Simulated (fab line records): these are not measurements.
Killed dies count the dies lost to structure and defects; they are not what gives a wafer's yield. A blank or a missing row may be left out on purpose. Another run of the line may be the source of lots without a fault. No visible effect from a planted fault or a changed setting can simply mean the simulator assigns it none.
What tool caused it?	flow nand harc	72 wafers from 24 lots sampled at 6 of the route's 1302 steps

== WHAT EACH GAUGE READ, for each wafer ==
The record lacks any reading of a measuring or inspecting step that a usual standard deviation could be used to judge.

== WHAT TOOL EACH LOT RAN ON (gives the tool, then ch and the chambers of the sampled wafers, and finally the start) ==
lot	NHARC_A_ONON_D2_DEP_33	NHARC_A_CHANNEL_HOLE_D2_ETCH_19	NHARC_A_CHANNEL_FILL_D2_ALD_02	NHARC_A_STAIRCASE_DEP_156	NHARC_A_STAIRCASE_ETCH_170	NHARC_A_STAIRCASE_ETCH_15
L074	pecvd-01 ch 0,1,2, day 12 20:13	har etch-02 ch 0,1, day 13 05:53	ald hk-02 ch 0,2,3, day 13 11:55	pecvd-01 ch 0,2, day 15 12:35	rie diel-08 ch 1,2,3, no start	rie diel-01 ch 0,2,3, no start
L075	pecvd-01 ch 0,1, day 13 08:49	har etch-02 ch 0,1, day 13 13:53	ald hk-02 ch 0,3, day 13 20:13	pecvd-03 ch 0,2, day 15 21:56	rie diel-01 ch 0,1,2, no start	rie diel-01 ch 0,1,3, no start
L076	pecvd-02 ch 0,1,2, day 13 14:02	har etch-02 ch 0,1, day 13 19:03	ald hk-04 ch 1,2,3, day 14 00:58	pecvd-03 ch 1,2, day 16 01:20	rie diel-10 ch 2,3, no start	rie diel-01 ch 0,2, no start
L077	pecvd-04 ch 0,1,2, day 14 06:47	har etch-01 ch 0,1, day 14 11:18	ald hk-04 ch 0,1,3, day 14 17:13	pecvd-02 ch 0,2, day 16 18:04	rie diel-01 ch 0,3, no start	rie diel-08 ch 0,2,3, no start
L079	pecvd-04 ch 0,1,2, day 14 12:46	har etch-02 ch 0,1, day 14 17:31	ald hk-01 ch 1,2,3, day 14 23:36	pecvd-01 ch 0,2, day 16 23:19	rie diel-10 ch 0,2, no start	rie diel-10 ch 0,2, no start
L078	pecvd-01 ch 0,2, day 14 12:46	har etch-01 ch 0,1, day 14 18:27	ald hk-02 ch 1,2,3, day 15 00:23	pecvd-02 ch 0,1,2, day 16 23:07	rie diel-10 ch 1,3, no start	rie diel-10 ch 1,2,3, no start
L080	pecvd-02 ch 0,1,2, day 15 08:30	har etch-02 ch 0,1, day 15 13:59	ald hk-01 ch 1,2,3, day 15 19:53	pecvd-02 ch 0,1, day 17 19:46	rie diel-10 ch 0,2,3, no start	rie diel-08 ch 0,1,2, no start
L081	pecvd-01 ch 0,1,2, day 15 08:32	har etch-01 ch 0, day 15 16:22	ald hk-02 ch 0,2, day 15 22:27	pecvd-03 ch 0,1, day 17 19:46	rie diel-10 ch 1,2, no start	rie diel-01 ch 2,3, no start
L083	pecvd-04 ch 0,1, day 16 04:25	har etch-01 ch 0,1, day 16 12:37	ald hk-02 ch 0,1,2, day 16 19:09	pecvd-02 ch 0,1, day 18 22:56	rie diel-08 ch 0,1,3, no start	rie diel-10 ch 1,3, no start
L082	pecvd-01 ch 0,1,2, day 16 04:31	har etch-02 ch 0,1, day 16 12:53	ald hk-02 ch 1,3, day 16 19:39	pecvd-01 ch 0,1, day 18 22:59	rie diel-08 ch 0,2,3, no start	rie diel-08 ch 1,3, no start
L084	pecvd-04 ch 0,1,2, day 17 08:08	har etch-02 ch 0,1, day 17 13:30	ald hk-02 ch 0,2,3, day 17 19:41	pecvd-02 ch 0,1, day 19 20:40	rie diel-01 ch 0,1, no start	rie diel-08 ch 0,1, no start
L085	pecvd-04 ch 0,1, day 17 08:29	har etch-01 ch 0,1, day 17 14:01	ald hk-04 ch 0,1,2, day 17 20:02	pecvd-03 ch 0,1,2, day 19 20:38	rie diel-01 ch 0,3, no start	rie diel-08 ch 0,3, no start
L086	pecvd-04 ch 0,1, day 18 04:24	har etch-02 ch 0,1, day 18 10:45	ald hk-04 ch 2,3, day 18 16:46	pecvd-02 ch 0,1,2, day 20 16:22	rie diel-01 ch 0,1,3, no start	rie diel-10 ch 0,3, no start
L087	pecvd-01 ch 0,1,2, day 18 04:25	har etch-01 ch 0,1, day 18 10:59	ald hk-01 ch 0,2,3, day 18 17:08	pecvd-03 ch 0,2, day 20 16:20	rie diel-01 ch 0,2,3, no start	rie diel-01 ch 2,3, no start
L088	pecvd-04 ch 0,1, day 19 08:20	har etch-01 ch 0,1, day 19 12:54	ald hk-01 ch 1,2,3, day 19 19:05	pecvd-02 ch 0,1, day 21 19:11	rie diel-08 ch 1,2,3, no start	rie diel-10 ch 0,1,2, no start
L089	pecvd-02 ch 0,2, day 19 08:24	har etch-02 ch 1, day 19 13:02	ald hk-02 ch 1,3, day 19 18:59	pecvd-02 ch 0,2, day 21 18:57	rie diel-10 ch 2,3, no start	rie diel-10 ch 1,2,3, no start
L090	pecvd-04 ch 1,2, day 19 17:35	har etch-01 ch 0,1, day 20 02:35	ald hk-02 ch 0,2, day 20 08:35	pecvd-03 ch 1,2, day 22 06:05	rie diel-01 ch 1,2, no start	rie diel-10 ch 1,2, no start
L091	pecvd-01 ch 0,2, day 19 17:35	har etch-02 ch 0,1, day 19 22:42	ald hk-02 ch 0,1,3, day 20 04:44	pecvd-01 ch 0,1, day 22 06:16	rie diel-01 ch 0,3, no start	rie diel-01 ch 2,3, no start
L092	pecvd-01 ch 0,1,2, day 20 13:34	har etch-02 ch 0,1, day 20 18:59	ald hk-02 ch 1,2,3, day 21 01:01	pecvd-01 ch 0,2, day 23 02:10	rie diel-08 ch 0,1,2, no start	rie diel-08 ch 0,1,3, no start
L095	pecvd-01 ch 0,2, day 21 05:38	har etch-02 ch 0,1, day 21 12:53	ald hk-04 ch 2,3, day 21 20:46	pecvd-02 ch 1, day 23 20:47	rie diel-10 ch 1,3, no start	rie diel-01 ch 1,2, no start
L093	pecvd-02 ch 0,1,2, day 21 05:41	har etch-01 ch 0,1, day 21 12:41	ald hk-04 ch 1,2, day 21 20:20	pecvd-02 ch 1,2, day 23 20:31	rie diel-01 ch 0,1,3, no start	rie diel-10 ch 1,2, no start
L094	pecvd-04 ch 1,2, day 21 05:41	har etch-01 ch 0,1, day 21 16:50	ald hk-02 ch 0,2,3, day 21 22:44	pecvd-01 ch 1,2, day 23 20:42	rie diel-01 ch 0,1,3, no start	rie diel-10 ch 1,2,3, no start
L096	pecvd-04 ch 0,1,2, day 21 23:14	har etch-01 ch 0,1, day 22 03:50	ald hk-02 ch 0,1,3, day 22 09:44	pecvd-01 ch 0,1,2, day 24 12:04	rie diel-08 ch 0,1,3, no start	rie diel-08 ch 0,1,3, no start
L097	pecvd-04 ch 0,1,2, day 22 17:05	har etch-01 ch 0,1, day 23 00:31	ald hk-01 ch 0,1,3, day 23 06:26	pecvd-01 ch 0,1,2, day 25 08:13	rie diel-08 ch 1,2,3, no start	rie diel-10 ch 0,1,2, no start
- NHARC_A_ONON_D2_DEP_33: deposits SiO2, target thk 200 nm.
- NHARC_A_CHANNEL_HOLE_D2_ETCH_19: etches the open film in C4F8/O2/Ar, time 34.5 s.
- NHARC_A_CHANNEL_FILL_D2_ALD_02: deposits SiO2, target thk 6 nm, pulse time 10 s, ald cycles 60.
- NHARC_A_STAIRCASE_DEP_156: deposits SiNx, target thk 50 nm.
- NHARC_A_STAIRCASE_ETCH_170: etches the open film in C4F6/O2, target depth 200 nm, time 66.667 s.
- NHARC_A_STAIRCASE_ETCH_15: etches the open film in C4F8/O2, target depth 100 nm, time 40.5 s.

== WHAT THE TOOLS THEMSELVES READ (means of the sampled wafers that have a number; where no wafer has one, the mark that the record gives instead) ==
NHARC_A_ONON_D2_DEP_33.
lot	tool	chamber pressure Torr (Torr)	heater power w (W)	throttle valve pct (%)
L074	pecvd-01	6.502	602	16.2
L075	pecvd-01	6.489	593	16.5
L076	pecvd-02	6.500	530	15.8
L077	pecvd-04	6.484	502	15.6
L079	pecvd-04	6.508	458	15.6
L078	pecvd-01	6.515	593	16.0
L080	pecvd-02	6.509	481	16.1
L081	pecvd-01	6.517	531	15.7
L083	pecvd-04	6.491	393	15.7
L082	pecvd-01	6.493	580	15.7
L084	pecvd-04	6.500	505	15.7
L085	pecvd-04	6.490	473	15.8
L086	pecvd-04	6.497	438	15.7
L087	pecvd-01	6.498	546	15.8
L088	pecvd-04	6.500	415	15.8
L089	pecvd-02	6.489	561	16.0
L090	pecvd-04	6.503	420	16.2
L091	pecvd-01	6.510	528	16.3
L092	pecvd-01	6.486	563	16.0
L095	pecvd-01	6.498	599	16.4
L093	pecvd-02	6.489	571	16.2
L094	pecvd-04	6.498	504	15.7
L096	pecvd-04	6.516	510	15.4
L097	pecvd-04	6.514	494	15.3

NHARC_A_CHANNEL_HOLE_D2_ETCH_19.
lot	tool	bias v (V)	drypump motor current A (A)	showerhead plenum p Torr (Torr)	throttle valve pct (%)
L074	har etch-02	1193	5.5	3.69	37.037
L075	har etch-02	1199	5.5	3.69	37.042
L076	har etch-02	1212	6.0	3.70	37.034
L077	har etch-01	1208	6.1	3.57	37.032
L079	har etch-02	1206	6.0	3.70	37.034
L078	har etch-01	1180	5.6	3.54	37.039
L080	har etch-02	1189	5.5	3.67	37.036
L081	har etch-01	1194	6.7	3.58	37.034
L083	har etch-01	1202	5.5	3.53	37.035
L082	har etch-02	1210	5.5	3.67	37.035
L084	har etch-02	1201	6.0	3.80	37.049
L085	har etch-01	1211	6.1	3.54	37.037
L086	har etch-02	1200	5.5	3.88	37.034
L087	har etch-01	1193	6.2	3.53	37.040
L088	har etch-01	1200	5.6	3.50	37.031
L089	har etch-02	1190	5.0	3.97	37.038
L090	har etch-01	1203	6.1	3.52	37.041
L091	har etch-02	1204	5.5	3.87	37.045
L092	har etch-02	1202	6.0	3.77	37.032
L095	har etch-02	1188	6.0	3.76	37.028
L093	har etch-01	1200	5.6	3.49	37.034
L094	har etch-01	1190	6.1	3.51	37.035
L096	har etch-01	1203	6.1	3.50	37.040
L097	har etch-01	1199	5.5	3.48	37.036

NHARC_A_CHANNEL_FILL_D2_ALD_02.
lot	tool	heater power w (W)	precursor pulse height rel
L074	ald hk-02	469	1.012
L075	ald hk-02	424	0.996
L076	ald hk-04	467	1.003
L077	ald hk-04	468	0.999
L079	ald hk-01	473	0.990
L078	ald hk-02	467	0.997
L080	ald hk-01	478	0.998
L081	ald hk-02	452	1.018
L083	ald hk-02	466	0.982
L082	ald hk-02	426	0.983
L084	ald hk-02	467	0.993
L085	ald hk-04	478	1.001
L086	ald hk-04	467	0.997
L087	ald hk-01	482	0.990
L088	ald hk-01	478	1.007
L089	ald hk-02	432	1.001
L090	ald hk-02	511	1.003
L091	ald hk-02	419	0.996
L092	ald hk-02	472	1.001
L095	ald hk-04	452	1.004
L093	ald hk-04	464	1.001
L094	ald hk-02	461	0.978
L096	ald hk-02	421	1.008
L097	ald hk-01	447	1.026

NHARC_A_STAIRCASE_DEP_156.
lot	tool	heater power w (W)
L074	pecvd-01	798
L075	pecvd-03	770
L076	pecvd-03	689
L077	pecvd-02	676
L079	pecvd-01	711
L078	pecvd-02	682
L080	pecvd-02	694
L081	pecvd-03	735
L083	pecvd-02	716
L082	pecvd-01	766
L084	pecvd-02	720
L085	pecvd-03	712
L086	pecvd-02	742
L087	pecvd-03	737
L088	pecvd-02	685
L089	pecvd-02	667
L090	pecvd-03	676
L091	pecvd-01	765
L092	pecvd-01	823
L095	pecvd-02	736
L093	pecvd-02	673
L094	pecvd-01	679
L096	pecvd-01	716
L097	pecvd-01	732

NHARC_A_STAIRCASE_ETCH_170.
lot	tool	drypump motor current A (A)	oes product au (a.u.)	rf vpp V (V)	showerhead plenum p Torr (Torr)	throttle valve pct (%)
L074	rie diel-08	5.76	0.991	547	3.93	26.907
L075	rie diel-01	5.89	0.979	545	3.83	26.892
L076	rie diel-10	5.46	0.994	547	3.95	26.902
L077	rie diel-01	5.60	0.980	544	3.81	26.894
L079	rie diel-10	5.63	0.964	547	3.90	26.901
L078	rie diel-10	5.89	0.991	545	3.85	26.908
L080	rie diel-10	5.66	0.972	547	3.91	26.896
L081	rie diel-10	5.33	0.954	546	3.84	26.908
L083	rie diel-08	5.74	0.971	545	3.89	26.899
L082	rie diel-08	5.84	0.966	543	3.74	26.911
L084	rie diel-01	5.71	0.972	544	3.84	26.902
L085	rie diel-01	5.59	0.958	543	3.80	26.900
L086	rie diel-01	5.71	0.975	544	3.81	26.904
L087	rie diel-01	5.78	0.974	543	3.78	26.907
L088	rie diel-08	5.76	0.992	547	3.90	26.901
L089	rie diel-10	5.46	0.971	547	3.93	26.895
L090	rie diel-01	6.11	0.979	544	3.81	26.907
L091	rie diel-01	5.54	0.964	544	3.80	26.908
L092	rie diel-08	5.72	0.991	545	3.84	26.898
L095	rie diel-10	5.76	0.974	550	4.10	26.911
L093	rie diel-01	5.78	0.988	544	3.80	26.899
L094	rie diel-01	5.74	0.960	544	3.80	26.905
L096	rie diel-08	5.74	0.984	550	4.06	26.898
L097	rie diel-08	5.76	0.953	545	3.88	26.903

NHARC_A_STAIRCASE_ETCH_15.
lot	tool	oes product au (a.u.)	rf vpp V (V)
L074	rie diel-01	0.949	893
L075	rie diel-01	0.946	893
L076	rie diel-01	0.950	892
L077	rie diel-08	0.945	890
L079	rie diel-10	0.932	895
L078	rie diel-10	0.937	894
L080	rie diel-08	0.946	894
L081	rie diel-01	0.931	891
L083	rie diel-10	0.946	902
L082	rie diel-08	0.956	900
L084	rie diel-08	0.941	899
L085	rie diel-08	0.921	889
L086	rie diel-10	0.946	896
L087	rie diel-01	0.948	889
L088	rie diel-10	0.949	899
L089	rie diel-10	0.941	899
L090	rie diel-10	0.937	899
L091	rie diel-01	0.950	890
L092	rie diel-08	0.952	895
L095	rie diel-01	0.954	892
L093	rie diel-10	0.950	901
L094	rie diel-10	0.938	898
L096	rie diel-08	0.952	901
L097	rie diel-10	0.941	899

== THE ANSWER, worked out from the rows above alone ==
Rule: the lots themselves supply what counts as usual. The widest of any qualifying gaps counts: lots, ordered by their means at a reading, are off when they make up no more than a third of the lots, leave a main group of 4 or more, and stand apart from it by 3 or more times the standard deviation of that group's means. If all means in a main group match to the digits the tables above print for the reading, that group is not used. Also off: a lot with no number at a reading for which 4 or more lots have one. The other lots that the step has rows for count as sound. The gauges are gone through in route order, then the tools' own readings, and for those a lot's mean is taken as printed above. At the first step where some lot is off, the reading lying furthest off is the one used; lots without a number count as furthest.
No lot is off at any reading shown: from this, nothing can be told.

== WHAT THE SIMULATOR HAD INSERTED ==
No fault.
